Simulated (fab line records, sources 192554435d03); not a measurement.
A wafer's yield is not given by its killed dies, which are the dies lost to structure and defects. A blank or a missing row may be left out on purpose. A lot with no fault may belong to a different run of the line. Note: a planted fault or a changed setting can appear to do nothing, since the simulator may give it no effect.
fab line records / flow n5Finfet / part 2 of 2: steps 20 to 26 of 26
[record] lots = 5 wafers = 15 lastDay = 18
route steps=1938 shown FIN_SAQP@101
lots untouched by any fault: they come from a run of this same line in which no faults occurred
startH: start of the lot's first displayed wafer, in hours after the record's first day / waitH: hours since the lot's step before / " the same as in the row above / L1.1+2: one row covering several wafers at once / - value missing, or start not given / * or withheld: withheld / < > ~ a bound
route shown NAME@n: NAME is a module with steps in the file, n the number in the route of the first one / usual: mean and standard deviation over wafers with no fault / same: alike in all rows / chamber/n: place in a boat / sites: per-site readings / _std_site: the standard deviation of these / _edge_site: outer sites' mean less inner sites' / radiusMm: how far each site lies from the wafer's centre / mask NAME#n: copy n / behind: the most recent tool/chamber to have shaped the wafer / hold: cause of the lot's hold/its duration in hours/its outcome / device: names the non-switching transistor (n, p or np) / end of line: at the end of the route, the tests of the same wafers / where a step has no rows: the recipe by itself / killed: dies that structure and defects cost at the first sort, which is not the same as the wafer's yield / map: dies across one wafer; x = killed, . = not, _ = none there
set.NAME: the setting that was run; set.NAME@STEP: the one run at that earlier step / model.NAME: the simulator's own value behind a step, which no gauge read
certain route steps with their lots: each step a table, each wafer a row
services: a tool's chamber out of use, with start hour (startH, from the record's first day; less than 0 if before it), hours out, and reason
[[steps]]
[step N5_FIN_SAQP_MANDREL_ETCH_22]
[recipe] targetDepthA = 600 chemistry = HBr/Cl2 target = a-Si stopOn = SiNx btTimeS = 10 overEtchFrac = 0.5 timeS = 30 pressureMtorr = 10 icpW = 800 biasW = 75 HBr_flow_sccm = 150 Cl2_flow_sccm = 80 ends = endPoint
[usual] drypumpMotorCurrentA = 5.6/0.53 oesProductAu = 0.774/0.013 throttleValvePct = 35.2/0.35
lot.wafer=L077.1 tool=rieSi-06 chamber=2 startH=40.42 waitH=0.0 drypumpMotorCurrentA=5.1 oesProductAu=0.770 rfHoursCounterH=175 throttleValvePct=35.9
lot.wafer=L077.3 tool=rieSi-06 chamber=1 startH=40.42 waitH=0.0 drypumpMotorCurrentA=5.8 oesProductAu=0.767 rfHoursCounterH=192 throttleValvePct=34.6
lot.wafer=L077.6 tool=rieSi-06 chamber=2 startH=40.42 waitH=0.0 drypumpMotorCurrentA=5.1 oesProductAu=0.771 rfHoursCounterH=- throttleValvePct=35.9
lot.wafer=L081.1 tool=rieSi-06 chamber=1 startH=65.20 waitH=0.0 drypumpMotorCurrentA=5.8 oesProductAu=0.768 rfHoursCounterH=193 throttleValvePct=34.6
lot.wafer=L081.4 tool=rieSi-06 chamber=0 startH=65.20 waitH=0.0 drypumpMotorCurrentA=5.3 oesProductAu=0.752 rfHoursCounterH=168 throttleValvePct=35.1
lot.wafer=L081.6 tool=rieSi-06 chamber=3 startH=65.20 waitH=0.0 drypumpMotorCurrentA=5.0 oesProductAu=0.774 rfHoursCounterH=- throttleValvePct=35.3
lot.wafer=L084.3 tool=rieSi-06 chamber=2 startH=82.52 waitH=0.0 drypumpMotorCurrentA=5.1 oesProductAu=0.770 rfHoursCounterH=176 throttleValvePct=35.9
lot.wafer=L084.5 tool=rieSi-06 chamber=1 startH=82.52 waitH=0.0 drypumpMotorCurrentA=5.8 oesProductAu=0.770 rfHoursCounterH=- throttleValvePct=34.6
lot.wafer=L084.6 tool=rieSi-06 chamber=2 startH=82.52 waitH=0.0 drypumpMotorCurrentA=5.1 oesProductAu=0.771 rfHoursCounterH=- throttleValvePct=35.9
lot.wafer=L091.4 tool=rieSi-06 chamber=1 startH=124.04 waitH=0.0 drypumpMotorCurrentA=5.8 oesProductAu=0.785 rfHoursCounterH=193 throttleValvePct=34.6
lot.wafer=L091.5 tool=rieSi-06 chamber=3 startH=124.04 waitH=0.0 drypumpMotorCurrentA=5.1 oesProductAu=0.776 rfHoursCounterH=- throttleValvePct=35.3
lot.wafer=L091.6 tool=rieSi-06 chamber=0 startH=124.04 waitH=0.0 drypumpMotorCurrentA=5.3 oesProductAu=0.770 rfHoursCounterH=- throttleValvePct=35.1
lot.wafer=L095.1 tool=rieSi-06 chamber=0 startH=148.98 waitH=0.0 drypumpMotorCurrentA=5.3 oesProductAu=0.764 rfHoursCounterH=169 throttleValvePct=35.1
lot.wafer=L095.3 tool=rieSi-06 chamber=1 startH=148.98 waitH=0.0 drypumpMotorCurrentA=5.8 oesProductAu=0.782 rfHoursCounterH=194 throttleValvePct=34.6
lot.wafer=L095.4 tool=rieSi-06 chamber=3 startH=148.98 waitH=0.0 drypumpMotorCurrentA=5.0 oesProductAu=0.778 rfHoursCounterH=4 throttleValvePct=35.3
[step N5_FIN_SAQP_STRIP_55]
[recipe] chemistry = N2/H2 powerW = 500 tempC = 40 pressureMtorr = 50 rfFrequencyHz = 6e+07 overashFraction = 0.3 biasPowerW = 28 h2Frac = 0.5 n2FlowSccm = 300 h2FlowSccm = 300
[usual] drypumpMotorCurrentA = 5.9/0.44 n2FlowSccm = 299.9/0.89 oesProductAu = 0.80/0.096 rfVppV = 121.7/1.6 showerheadPlenumPTorr = 3.35/0.14 throttleValvePct = 19.0/0.35
lot.wafer=L077.1 tool=rieDiel-04 chamber=1 startH=40.52 waitH=0.1 drypumpMotorCurrentA=6.3 n2FlowSccm=301.8 oesProductAu=0.99 rfHoursCounterH=4 rfVppV=120.6 showerheadPlenumPTorr=3.44 throttleValvePct=18.6
lot.wafer=L077.3 tool=rieDiel-04 chamber=2 startH=40.52 waitH=0.1 drypumpMotorCurrentA=6.3 n2FlowSccm=300.7 oesProductAu=0.74 rfHoursCounterH=163 rfVppV=121.8 showerheadPlenumPTorr=3.21 throttleValvePct=19.0
lot.wafer=L077.6 tool=rieDiel-04 chamber=1 startH=40.52 waitH=0.1 drypumpMotorCurrentA=6.3 n2FlowSccm=299.9 oesProductAu=0.99 rfHoursCounterH=- rfVppV=124.4 showerheadPlenumPTorr=3.44 throttleValvePct=18.6
lot.wafer=L081.1 tool=rieDiel-02 chamber=1 startH=65.30 waitH=0.1 drypumpMotorCurrentA=6.2 n2FlowSccm=299.7 oesProductAu=0.70 rfHoursCounterH=228 rfVppV=121.7 showerheadPlenumPTorr=3.20 throttleValvePct=19.1
lot.wafer=L081.4 tool=rieDiel-02 chamber=2 startH=65.30 waitH=0.1 drypumpMotorCurrentA=6.0 n2FlowSccm=300.8 oesProductAu=0.84 rfHoursCounterH=83 rfVppV=121.9 showerheadPlenumPTorr=3.53 throttleValvePct=18.7
lot.wafer=L081.6 tool=rieDiel-02 chamber=3 startH=65.30 waitH=0.1 drypumpMotorCurrentA=6.3 n2FlowSccm=300.3 oesProductAu=1.03 rfHoursCounterH=- rfVppV=121.6 showerheadPlenumPTorr=3.46 throttleValvePct=19.2
lot.wafer=L084.3 tool=rieDiel-04 chamber=1 startH=82.80 waitH=0.2 drypumpMotorCurrentA=6.3 n2FlowSccm=298.7 oesProductAu=0.94 rfHoursCounterH=22 rfVppV=122.4 showerheadPlenumPTorr=3.43 throttleValvePct=18.7
lot.wafer=L084.5 tool=rieDiel-04 chamber=2 startH=82.80 waitH=0.2 drypumpMotorCurrentA=6.4 n2FlowSccm=299.4 oesProductAu=0.73 rfHoursCounterH=- rfVppV=120.1 showerheadPlenumPTorr=3.20 throttleValvePct=19.1
lot.wafer=L084.6 tool=rieDiel-04 chamber=1 startH=82.80 waitH=0.2 drypumpMotorCurrentA=6.3 n2FlowSccm=301.3 oesProductAu=0.94 rfHoursCounterH=- rfVppV=122.2 showerheadPlenumPTorr=3.43 throttleValvePct=18.7
lot.wafer=L091.4 tool=rieDiel-02 chamber=0 startH=124.24 waitH=0.2 drypumpMotorCurrentA=6.4 n2FlowSccm=300.7 oesProductAu=0.74 rfHoursCounterH=154 rfVppV=119.9 showerheadPlenumPTorr=3.23 throttleValvePct=19.3
lot.wafer=L091.5 tool=rieDiel-02 chamber=2 startH=124.24 waitH=0.2 drypumpMotorCurrentA=6.0 n2FlowSccm=299.6 oesProductAu=0.83 rfHoursCounterH=- rfVppV=121.3 showerheadPlenumPTorr=3.52 throttleValvePct=18.7
lot.wafer=L091.6 tool=rieDiel-02 chamber=1 startH=124.24 waitH=0.2 drypumpMotorCurrentA=6.2 n2FlowSccm=300.9 oesProductAu=0.68 rfHoursCounterH=- rfVppV=118.1 showerheadPlenumPTorr=3.19 throttleValvePct=19.1
lot.wafer=L095.1 tool=rieDiel-02 chamber=2 startH=149.11 waitH=0.1 drypumpMotorCurrentA=6.0 n2FlowSccm=299.3 oesProductAu=0.81 rfHoursCounterH=113 rfVppV=122.0 showerheadPlenumPTorr=3.51 throttleValvePct=18.7
lot.wafer=L095.3 tool=rieDiel-02 chamber=0 startH=149.11 waitH=0.1 drypumpMotorCurrentA=6.4 n2FlowSccm=299.4 oesProductAu=0.74 rfHoursCounterH=165 rfVppV=121.8 showerheadPlenumPTorr=3.23 throttleValvePct=19.2
lot.wafer=L095.4 tool=rieDiel-02 chamber=3 startH=149.11 waitH=0.1 drypumpMotorCurrentA=6.3 n2FlowSccm=301.5 oesProductAu=0.92 rfHoursCounterH=31 rfVppV=122.9 showerheadPlenumPTorr=3.44 throttleValvePct=19.2
[step N5_FIN_SAQP_STRIP_23]
[recipe] chemistry = SPM timeS = 750 tempC = 130 h2so4H2o2VolRatio = 4
lot.wafer=L077.1+3+6 tool=wetBench-03 chamber=0,2,6 startH=40.59 waitH=-
lot.wafer=L081.1+4+6 tool=wetBench-05 chamber=6,0,1 startH=65.37 waitH=-
lot.wafer=L084.3+5+6 tool=wetBench-06 chamber=2,0,5 startH=82.87 waitH=-
lot.wafer=L091.4+5+6 tool=wetBench-03 chamber=4,1,3 startH=124.31 waitH=-
lot.wafer=L095.1+3+4 tool=wetBench-05 chamber=0,3,2 startH=149.18 waitH=-
[step N5_FIN_SAQP_SRD_66]
[recipe] dry = ipaMarangoni timeS = 30 tempC = 23 rinseLiquid = diw
lot.wafer=L077.1+3+6 tool=wetBench-03 chamber=0,2,6 startH=40.79 waitH=0.0
lot.wafer=L081.1+4+6 tool=wetBench-05 chamber=6,0,1 startH=65.58 waitH=0.0
lot.wafer=L084.3+5+6 tool=wetBench-06 chamber=2,0,5 startH=83.08 waitH=0.0
lot.wafer=L091.4+5+6 tool=wetBench-03 chamber=4,1,3 startH=124.54 waitH=0.0
lot.wafer=L095.1+3+4 tool=wetBench-05 chamber=0,3,2 startH=149.39 waitH=0.0
[step N5_FIN_SAQP_RECESS_75]
[recipe] chemistry = HF/NH3 target = SiO2 targetDepthA = 144 afsCycles = 3 tempC = 30 sublimationTempC = 180 sublimationTimeS = 60
[usual] drypumpMotorCurrentA = 5.9/0.56 forelinePTorr = 0.1280/0.00047
lot.wafer=L077.1 tool=vaporEtch-02 chamber=1 startH=40.84 waitH=0.0 drypumpMotorCurrentA=6.6 forelinePTorr=0.1278
lot.wafer=L077.3 tool=vaporEtch-02 chamber=0 startH=40.84 waitH=0.0 drypumpMotorCurrentA=5.1 forelinePTorr=0.1279
lot.wafer=L077.6 tool=vaporEtch-02 chamber=1 startH=40.84 waitH=0.0 drypumpMotorCurrentA=6.6 forelinePTorr=0.1284
lot.wafer=L081.1 tool=vaporEtch-02 chamber=1 startH=65.62 waitH=0.0 drypumpMotorCurrentA=6.6 forelinePTorr=0.1276
lot.wafer=L081.4 tool=vaporEtch-02 chamber=1 startH=65.62 waitH=0.0 drypumpMotorCurrentA=6.6 forelinePTorr=0.1280
lot.wafer=L081.6 tool=vaporEtch-02 chamber=1 startH=65.62 waitH=0.0 drypumpMotorCurrentA=6.6 forelinePTorr=0.1279
lot.wafer=L084.3 tool=vaporEtch-02 chamber=1 startH=83.25 waitH=0.1 drypumpMotorCurrentA=6.6 forelinePTorr=0.1278
lot.wafer=L084.5 tool=vaporEtch-02 chamber=0 startH=83.25 waitH=0.1 drypumpMotorCurrentA=5.1 forelinePTorr=0.1278
lot.wafer=L084.6 tool=vaporEtch-02 chamber=1 startH=83.25 waitH=0.1 drypumpMotorCurrentA=6.6 forelinePTorr=0.1278
lot.wafer=L091.4 tool=vaporEtch-01 chamber=0 startH=124.71 waitH=0.1 drypumpMotorCurrentA=6.1 forelinePTorr=0.1284
lot.wafer=L091.5 tool=vaporEtch-01 chamber=1 startH=124.71 waitH=0.1 drypumpMotorCurrentA=6.1 forelinePTorr=0.1285
lot.wafer=L091.6 tool=vaporEtch-01 chamber=0 startH=124.71 waitH=0.1 drypumpMotorCurrentA=6.1 forelinePTorr=0.1286
lot.wafer=L095.1 tool=vaporEtch-02 chamber=1 startH=149.44 waitH=0.0 drypumpMotorCurrentA=6.6 forelinePTorr=0.1277
lot.wafer=L095.3 tool=vaporEtch-02 chamber=1 startH=149.44 waitH=0.0 drypumpMotorCurrentA=6.6 forelinePTorr=0.1288
lot.wafer=L095.4 tool=vaporEtch-02 chamber=0 startH=149.44 waitH=0.0 drypumpMotorCurrentA=5.1 forelinePTorr=0.1283
[step N5_FIN_SAQP_SPACER1_ALD_24]
[recipe] material = SiO2 targetThkA = 203 tempC = 300 aldPrecursorFamily = BDEAS aldCoReactant = O2-plasma pulseTimeS = 1 purgeTimeS = 2 coReactantPurgeTimeS = 2 aldCycles = 218 pressureTorr = 2
[usual] heaterPowerOuterW = 265/22 heaterPowerW = 475/39 precursorPulseHeightRel = 1.002/0.02
lot.wafer=L077.1 tool=aldSin-01 chamber=3 startH=41.22 waitH=0.3 heaterPowerOuterW=258 heaterPowerW=479 precursorPulseHeightRel=1.018
lot.wafer=L077.3 tool=aldSin-01 chamber=1 startH=41.22 waitH=0.3 heaterPowerOuterW=244 heaterPowerW=428 precursorPulseHeightRel=0.995
lot.wafer=L077.6 tool=aldSin-01 chamber=3 startH=41.22 waitH=0.3 heaterPowerOuterW=262 heaterPowerW=480 precursorPulseHeightRel=1.022
lot.wafer=L081.1 tool=aldSin-04 chamber=1 startH=66.03 waitH=0.3 heaterPowerOuterW=270 heaterPowerW=445 precursorPulseHeightRel=0.991
lot.wafer=L081.4 tool=aldSin-04 chamber=2 startH=66.03 waitH=0.3 heaterPowerOuterW=311 heaterPowerW=544 precursorPulseHeightRel=0.990
lot.wafer=L081.6 tool=aldSin-04 chamber=3 startH=66.03 waitH=0.3 heaterPowerOuterW=279 heaterPowerW=489 precursorPulseHeightRel=0.985
lot.wafer=L084.3 tool=aldSin-02 chamber=0 startH=83.51 waitH=0.1 heaterPowerOuterW=285 heaterPowerW=507 precursorPulseHeightRel=0.949
lot.wafer=L084.5 tool=aldSin-02 chamber=2 startH=83.51 waitH=0.1 heaterPowerOuterW=266 heaterPowerW=517 precursorPulseHeightRel=0.990
lot.wafer=L084.6 tool=aldSin-02 chamber=3 startH=83.51 waitH=0.1 heaterPowerOuterW=233 heaterPowerW=399 precursorPulseHeightRel=1.005
lot.wafer=L091.4 tool=aldSin-02 chamber=3 startH=124.97 waitH=0.1 heaterPowerOuterW=233 heaterPowerW=399 precursorPulseHeightRel=1.026
lot.wafer=L091.5 tool=aldSin-02 chamber=0 startH=124.97 waitH=0.1 heaterPowerOuterW=281 heaterPowerW=501 precursorPulseHeightRel=0.992
lot.wafer=L091.6 tool=aldSin-02 chamber=1 startH=124.97 waitH=0.1 heaterPowerOuterW=241 heaterPowerW=441 precursorPulseHeightRel=0.977
lot.wafer=L095.1 tool=aldSin-02 chamber=2 startH=150.44 waitH=0.9 heaterPowerOuterW=270 heaterPowerW=525 precursorPulseHeightRel=1.012
lot.wafer=L095.3 tool=aldSin-02 chamber=0 startH=150.44 waitH=0.9 heaterPowerOuterW=282 heaterPowerW=510 precursorPulseHeightRel=0.999
lot.wafer=L095.4 tool=aldSin-02 chamber=1 startH=150.44 waitH=0.9 heaterPowerOuterW=244 heaterPowerW=447 precursorPulseHeightRel=0.995
[step N5_FIN_SAQP_SPACER1_ETCHBACK_25]
[recipe] chemistry = CHF3/O2 mode = anisotropicEtchback target = SiO2 targetDepthA = 244 timeS = 12.2 pressureMtorr = 30 sourceW = 650 biasW = 170 Ar_flow_sccm = 200 CHF3_flow_sccm = 50 O2_flow_sccm = 5 ionEnergyEv = 200
[usual] drypumpMotorCurrentA = 5.8/0.42 mfcArSccm = 199.9/0.59 oes_f_703_au = 0.80/0.093 oesProductAu = 0.81/0.094 rfVppV = 530/12 showerheadPlenumPTorr = 2.42/0.1 throttleValvePct = 18.91/0.2
lot.wafer=L077.1 tool=rieDiel-04 chamber=1 startH=41.94 waitH=0.4 drypumpMotorCurrentA=6.3 mfcArSccm=200.0 oes_f_703_au=0.99 oesProductAu=0.99 rfHoursCounterH=5 rfVppV=519 showerheadPlenumPTorr=2.48 throttleValvePct=18.86
lot.wafer=L077.3 tool=rieDiel-04 chamber=0 startH=41.94 waitH=0.4 drypumpMotorCurrentA=6.3 mfcArSccm=199.8 oes_f_703_au=0.70 oesProductAu=0.69 rfHoursCounterH=234 rfVppV=531 showerheadPlenumPTorr=2.37 throttleValvePct=18.91
lot.wafer=L077.6 tool=rieDiel-04 chamber=1 startH=41.94 waitH=0.4 drypumpMotorCurrentA=6.3 mfcArSccm=199.3 oes_f_703_au=1.00 oesProductAu=1.01 rfHoursCounterH=- rfVppV=519 showerheadPlenumPTorr=2.48 throttleValvePct=18.89
lot.wafer=L081.1 tool=rieDiel-03 chamber=1 startH=66.74 waitH=0.4 drypumpMotorCurrentA=5.9 mfcArSccm=200.3 oes_f_703_au=0.92 oesProductAu=0.93 rfHoursCounterH=10 rfVppV=523 showerheadPlenumPTorr=2.48 throttleValvePct=19.13
lot.wafer=L081.4 tool=rieDiel-03 chamber=1 startH=66.74 waitH=0.4 drypumpMotorCurrentA=5.9 mfcArSccm=200.0 oes_f_703_au=0.91 oesProductAu=0.94 rfHoursCounterH=- rfVppV=522 showerheadPlenumPTorr=2.48 throttleValvePct=19.12
lot.wafer=L081.6 tool=rieDiel-03 chamber=0 startH=66.74 waitH=0.4 drypumpMotorCurrentA=5.7 mfcArSccm=199.6 oes_f_703_au=0.75 oesProductAu=0.72 rfHoursCounterH=- rfVppV=511 showerheadPlenumPTorr=2.29 throttleValvePct=19.00
lot.wafer=L084.3 tool=rieDiel-03 chamber=0 startH=84.27 waitH=0.4 drypumpMotorCurrentA=5.7 mfcArSccm=201.1 oes_f_703_au=0.73 oesProductAu=0.73 rfHoursCounterH=204 rfVppV=510 showerheadPlenumPTorr=2.29 throttleValvePct=19.01
lot.wafer=L084.5 tool=rieDiel-03 chamber=2 startH=84.27 waitH=0.4 drypumpMotorCurrentA=5.1 mfcArSccm=200.2 oes_f_703_au=0.71 oesProductAu=0.74 rfHoursCounterH=- rfVppV=542 showerheadPlenumPTorr=2.42 throttleValvePct=18.88
lot.wafer=L084.6 tool=rieDiel-03 chamber=1 startH=84.27 waitH=0.4 drypumpMotorCurrentA=5.9 mfcArSccm=200.0 oes_f_703_au=0.89 oesProductAu=0.92 rfHoursCounterH=- rfVppV=523 showerheadPlenumPTorr=2.48 throttleValvePct=19.14
lot.wafer=L091.4 tool=rieDiel-02 chamber=0 startH=125.69 waitH=0.4 drypumpMotorCurrentA=6.3 mfcArSccm=198.8 oes_f_703_au=0.71 oesProductAu=0.75 rfHoursCounterH=155 rfVppV=539 showerheadPlenumPTorr=2.32 throttleValvePct=19.01
lot.wafer=L091.5 tool=rieDiel-02 chamber=2 startH=125.69 waitH=0.4 drypumpMotorCurrentA=6.0 mfcArSccm=199.3 oes_f_703_au=0.84 oesProductAu=0.82 rfHoursCounterH=- rfVppV=534 showerheadPlenumPTorr=2.54 throttleValvePct=18.79
lot.wafer=L091.6 tool=rieDiel-02 chamber=3 startH=125.69 waitH=0.4 drypumpMotorCurrentA=6.3 mfcArSccm=200.9 oes_f_703_au=0.91 oesProductAu=0.91 rfHoursCounterH=- rfVppV=525 showerheadPlenumPTorr=2.46 throttleValvePct=18.85
lot.wafer=L095.1 tool=rieDiel-02 chamber=1 startH=151.15 waitH=0.4 drypumpMotorCurrentA=6.2 mfcArSccm=199.6 oes_f_703_au=0.95 oesProductAu=0.96 rfHoursCounterH=3 rfVppV=530 showerheadPlenumPTorr=2.57 throttleValvePct=18.58
lot.wafer=L095.3 tool=rieDiel-02 chamber=2 startH=151.15 waitH=0.4 drypumpMotorCurrentA=6.0 mfcArSccm=199.3 oes_f_703_au=0.83 oesProductAu=0.82 rfHoursCounterH=113 rfVppV=536 showerheadPlenumPTorr=2.54 throttleValvePct=18.82
lot.wafer=L095.4 tool=rieDiel-02 chamber=3 startH=151.15 waitH=0.4 drypumpMotorCurrentA=6.4 mfcArSccm=200.2 oes_f_703_au=0.89 oesProductAu=0.90 rfHoursCounterH=32 rfVppV=524 showerheadPlenumPTorr=2.46 throttleValvePct=18.85
[[services]]
tool=aldSin-04 chamber=3 startH=21.68 hours=7.6 kind=repair
tool=rieDiel-04 chamber=- startH=24.08 hours=0.3 kind=repair
tool=aldSin-02 chamber=- startH=26.36 hours=14.6 kind=pm
tool=arfiScanner-01 chamber=- startH=28.14 hours=0.4 kind=repair
tool=aldSin-01 chamber=- startH=43.13 hours=2.8 kind=pm
tool=rieSi-06 chamber=1 startH=43.62 hours=4.2 kind=repair
tool=rieDiel-03 chamber=1 startH=50.89 hours=8.8 kind=repair
tool=arfiScanner-01 chamber=- startH=57.54 hours=1.3 kind=pm
tool=arfiScanner-03 chamber=- startH=58.41 hours=1.0 kind=pm
tool=arfiScanner-03 chamber=- startH=59.90 hours=1.0 kind=pm
tool=arfiScanner-01 chamber=- startH=80.09 hours=1.5 kind=pm
tool=wetBench-05 chamber=- startH=94.36 hours=3.3 kind=repair
tool=vaporEtch-02 chamber=1 startH=95.42 hours=14.7 kind=repair
tool=rieDiel-04 chamber=1 startH=98.25 hours=7.9 kind=repair
tool=rieSi-06 chamber=- startH=100.57 hours=14.6 kind=pm
tool=rieDiel-04 chamber=- startH=101.94 hours=0.2 kind=repair
tool=rieDiel-03 chamber=2 startH=103.38 hours=6.4 kind=repair
tool=rieDiel-03 chamber=0 startH=107.48 hours=11.9 kind=repair
tool=rieDiel-04 chamber=0 startH=111.02 hours=1.2 kind=repair
tool=arfiScanner-01 chamber=- startH=112.10 hours=0.8 kind=pm
tool=arfiScanner-03 chamber=- startH=115.02 hours=3.0 kind=repair
tool=arfiScanner-03 chamber=- startH=118.69 hours=1.3 kind=pm
tool=pecvd-04 chamber=0 startH=128.16 hours=4.9 kind=repair
tool=rieSi-06 chamber=- startH=128.46 hours=0.8 kind=repair
